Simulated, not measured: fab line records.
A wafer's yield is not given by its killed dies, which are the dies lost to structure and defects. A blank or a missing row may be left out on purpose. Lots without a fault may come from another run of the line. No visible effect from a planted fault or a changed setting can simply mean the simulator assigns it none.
Chamber matching	flow nand_harc	NHARC_P_CONTACT_CMP_01 on cmp-01 has 4 sister chambers
The step polishes SiO2, target thk 200 nm. 4 wafers are shown with their chamber, then 9 later ones without.

## WAFERS PAIRED WITH THEIR CHAMBERS
wafer	chamber	motor_current_A (A)
L079.6	0	11.1
L083.1	1	14.8
L083.2	2	12.9
L083.6	3	11.9

## WAFERS WITHOUT THEIR CHAMBER
wafer	motor_current_A (A)
L086.2	11.9
L086.3	12.2
L086.5	12.2
L085.2	12.4
L085.3	12.5
L085.6	11.3
L089.1	11.8
L089.3	14.6
L089.4	12.5

## WHICH CHAMBER EACH WENT THROUGH
wafer	from the rows above	in truth
L086.2	3	3
L086.3	can't be placed: 3 or 2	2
L086.5	can't be placed: 3 or 2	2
L085.2	can't be placed: 2 or 3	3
L085.3	can't be placed: 2 or 3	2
L085.6	can't be placed: 0 or 3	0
L089.1	can't be placed: 3 or 0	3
L089.3	1	1
L089.4	can't be placed: 2 or 3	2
Placed correctly: 2 of 9. Unplaceable from these rows: 7, with the true chamber sitting among the candidates in 7. Placed wrongly: 0.
How it was worked out, from the rows above alone: a wafer's distance from a chamber is the root of the sum, over the readings, of the square of ((its reading less the chamber's mean) divided by the reading's scatter). If the next closest chamber is less than 2 further off than the closest, the wafer can't be placed; otherwise it belongs to the closest. Each chamber's mean is taken over the wafers shown for it. The scatter (one wafer shown for each chamber): square how far every hidden wafer sits from the nearest shown wafer, average those squares and take the square root.
